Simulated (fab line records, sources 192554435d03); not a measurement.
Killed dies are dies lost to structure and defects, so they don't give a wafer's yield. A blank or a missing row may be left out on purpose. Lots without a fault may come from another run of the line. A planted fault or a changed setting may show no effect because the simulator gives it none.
Problem report in the 8D (eight disciplines) form, filled by code | flow n5_finfet | the parts of the form that need people (team, actions taken, sign-off) are left out

1. THE PROBLEM
run_length_s at N5_BEOL_M11_VIA_ETCH_34 reads a mean of 87.5 s on 3 wafers of 3 lots; wafers without a fault read 92.5 s with a standard deviation of 0.43. That is -12 standard deviations from the usual mean.
The step: etches SiCOH lowk in C4F6/O2, target depth 184.5 nm, time 69.2 s.
First seen on wafer L163.6, day 11 20:39, on rie_diel-03. The record holds 29 wafers of 10 lots with a number at this step. Rule for "out", or "out of limits": more than 4 standard deviations from the usual mean. The other wafers with a number count as sound.

2. WHAT IT IS AND WHAT IT IS NOT
question                    | is                     | is not
which readings at this step | run_length_s           | drypump_motor_current_A, oes_ar_750_au, oes_product_au, rf_vpp_V, showerhead_plenum_p_Torr, throttle_valve_pct
which lots                  | L162, L163, L164       | L160, L161, L172, L174, L175, L177, L178
which wafers of those lots  | L162.2, L163.6, L164.6 | L162.3, L162.4, L163.1, L163.3, L164.3
read on which tools         | rie_diel-03            | rie_diel-02, rie_diel-06
when                        | from day 11 20:39      | up to then (8 sound wafers); but 18 sound wafers of L162, L164, L172, L174, L175, L177, L178 came after

3. SUSPECTS, AND WHAT RULES EACH OUT
Counting: a tool at a process step up to the reading stays a suspect if it ran every lot that is out. Sound lots after the first of them don't rule it out here, since some wafers of a struck lot are sound.
- rie_diel-03 at N5_BEOL_M11_DESCUM_33 (chemistry O2, time 7.9 s): kept. It ran every lot that is out, first L163 (day 11 20:26); its last sound lot up to then is L161 (day 11 19:59).
- rie_diel-03 at N5_BEOL_M11_VIA_ETCH_34 (etches SiCOH lowk in C4F6/O2, target depth 184.5 nm, time 69.2 s): kept. It ran every lot that is out, first L163 (day 11 20:39); its last sound lot up to then is L161 (day 11 20:11). Its own readings are out on those wafers: run_length_s.
Left after counting: rie_diel-03 at N5_BEOL_M11_DESCUM_33, rie_diel-03 at N5_BEOL_M11_VIA_ETCH_34.

4. THE CAUSE (what the simulator had put in)
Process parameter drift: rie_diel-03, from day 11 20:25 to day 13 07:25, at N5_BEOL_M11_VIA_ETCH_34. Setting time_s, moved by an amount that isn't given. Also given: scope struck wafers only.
Counting left 2 suspects, and this tool is among them.

5. THE CHAIN OF EFFECTS, in route order
Each row: a reading whose mean over the struck wafers that have a number lies more than 3 standard deviations from the usual. Only readings for which the record gives a usual standard deviation are gone through. hours: the time from each lot's start at the first step in this table that gives one to its start at this step, as a median over the lots. sigmas: the change in usual standard deviations.
hours | step                    | reading      | usual  | on struck wafers | change | sigmas
0     | N5_BEOL_M11_VIA_ETCH_34 | run_length_s | 92.5 s | 87.5             | -5.0   | -12
The process steps in it:
- N5_BEOL_M11_VIA_ETCH_34: etches SiCOH lowk in C4F6/O2, target depth 184.5 nm, time 69.2 s.
Later measuring or inspecting steps at which every struck wafer that the step has a row for has a number for every such reading, and none has moved that far: N5_BEOL_M11_OCD_MEAS_38.

6. WHAT WOULD HAVE CAUGHT IT SOONER
In this record the first reading out of limits was taken at day 11 20:39, 0 hours after the fault began at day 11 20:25.
